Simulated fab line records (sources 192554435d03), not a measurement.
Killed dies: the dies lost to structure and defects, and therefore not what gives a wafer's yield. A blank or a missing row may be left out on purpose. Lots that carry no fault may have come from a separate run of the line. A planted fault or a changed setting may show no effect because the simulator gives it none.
Which tool is to blame?	flow n5_finfet	31 wafers from 11 lots sampled at 3 of the route's 1938 steps

## WHAT EACH GAUGE READ, for each wafer
N5_BEOL_M13_THK_MEAS_50: measures by xrf. Usual: M13_THK 420 nm, standard deviation 8.1.
lot	measured	on	M13_THK (nm)	flag
L356	day 10 17:38	film_metro-01	421 418 420	
L358	day 11 22:07	film_metro-02	414 412 414	
L361	day 13 10:42	film_metro-01	425 432 424	
L367	day 14 12:21	film_metro-01	403 406 403	
L369	day 14 16:25	film_metro-02	416 416 419	
L370	day 15 01:49	film_metro-01	415 408 428	
L371	day 15 07:25	film_metro-01	413 412 413	
L373	day 15 20:23	film_metro-02	429 423 415	
L374	day 16 08:08	film_metro-01	421 423	
L376	day 17 06:31	film_metro-02	419 435	
L377	day 17 13:11	film_metro-02	410 409 410	

N5_BEOL_M14_CD_MEAS_17 targets a cd of 250 nm. Usual: cd_nm reads 250.4 nm (standard deviation 1.8).
lot	measured	on	cd_nm (nm)	flag
L356	day 10 18:58	cd_sem-01	252.6 251.7 252.5	
L358	day 11 23:28	cd_sem-01	251.4 249.7 251.0	
L361	day 13 12:19	cd_sem-02	250.0 251.8 252.1	
L367	day 14 13:43	cd_sem-01	251.4 248.7 247.7	
L369	day 14 17:37	cd_sem-03	248.9 248.1 250.8	
L370	day 15 03:26	cd_sem-02	247.3 251.9 250.0	
L371	day 15 08:39	cd_sem-01	251.2 250.8 251.0	
L373	day 15 21:36	cd_sem-02	248.5 248.9 249.2	
L374	day 16 09:46	cd_sem-03	249.8 251.6	
L376	day 17 08:07	cd_sem-01	251.0 249.4	
L377	day 17 14:29	cd_sem-01	248.3 248.4 250.2	

## WHAT TOOL EACH LOT RAN ON (gives the tool, then ch and the chambers of the sampled wafers, and finally the start)
lot	N5_BEOL_M14_ETCH_59
L356	rie_diel-03 ch 2,3, day 10 18:34
L358	rie_diel-03 ch 0,3, day 11 23:04
L361	rie_diel-02 ch 0,2,3, day 13 11:54
L367	rie_diel-03 ch 1,2, day 14 13:17
L369	rie_diel-02 ch 1,3, day 14 17:13
L370	rie_diel-03 ch 1,2,3, day 15 03:00
L371	rie_diel-03 ch 2,3, day 15 08:14
L373	rie_diel-03 ch 1,2, day 15 21:12
L374	rie_diel-01 ch 2, day 16 09:04
L376	rie_diel-02 ch 1,2, day 17 07:43
L377	rie_diel-01 ch 0,1,2, day 17 14:05
- N5_BEOL_M14_ETCH_59: etches BARC in N2/H2, target depth 89 nm, overetch 26.7 nm, time 67.9 s.

## WHAT THE TOOLS THEMSELVES READ (means of the sampled wafers that have a number; where no wafer has one, the mark that the record gives instead)
N5_BEOL_M14_ETCH_59. Usual: chamber_pressure_mTorr 30.004 mTorr, standard deviation 0.028; drypump_motor_current_A 5.52 A, standard deviation 0.28; oes_product_au 0.67 a.u., standard deviation 0.056; rf_fwd_power_W 832 W, standard deviation 3.5; rf_vpp_V 522.4 V, standard deviation 2.5; showerhead_plenum_p_Torr 2.49 Torr, standard deviation 0.098; throttle_valve_pct 17.92 %, standard deviation 0.26.
lot	tool	chamber_pressure_mTorr (mTorr)	drypump_motor_current_A (A)	oes_product_au (a.u.)	rf_fwd_power_W (W)	rf_vpp_V (V)	showerhead_plenum_p_Torr (Torr)	throttle_valve_pct (%)	flag
L356	rie_diel-03	30.001	5.65	0.66	832	518.9	2.36	17.85	
L358	rie_diel-03	30.006	5.66	0.67	832	525.5	2.60	18.09	
L361	rie_diel-02	30.014	5.54	0.64	832	522.2	2.47	18.00	
L367	rie_diel-03	29.975	5.67	0.62	834	519.2	2.37	17.99	
L369	rie_diel-02	30.018	5.25	0.66	827	520.3	2.43	18.08	
L370	rie_diel-03	30.003	5.68	0.64	834	519.1	2.38	17.92	
L371	rie_diel-03	30.004	5.64	0.63	834	519.1	2.34	17.92	
L373	rie_diel-03	29.992	5.64	0.61	832	517.5	2.32	18.00	
L374	rie_diel-01	30.020	5.95	0.66	833	524.2	2.55	18.18	
L376	rie_diel-02	29.985	5.35	0.71	833	523.3	2.51	17.64	
L377	rie_diel-01	30.008	5.49	0.67	831	522.6	2.52	17.96	

## THE ANSWER, worked out from the rows above alone
Rule: lot off if the mean of its wafers having a number is beyond 3 standard deviations from the usual mean. A lot without any number at a reading at which 4 lots or more have one is off too. All remaining lots with rows at the step are treated as sound. Order of review: gauges by route order, followed by the tools' own readings, for which a lot's mean as printed above is used. At the first step where some lot is off, the reading lying furthest off is the one used; lots without a number count as furthest.
Across all readings shown, no lot is off: no conclusion can be drawn from this.

## WHAT THE SIMULATOR HAD INSERTED
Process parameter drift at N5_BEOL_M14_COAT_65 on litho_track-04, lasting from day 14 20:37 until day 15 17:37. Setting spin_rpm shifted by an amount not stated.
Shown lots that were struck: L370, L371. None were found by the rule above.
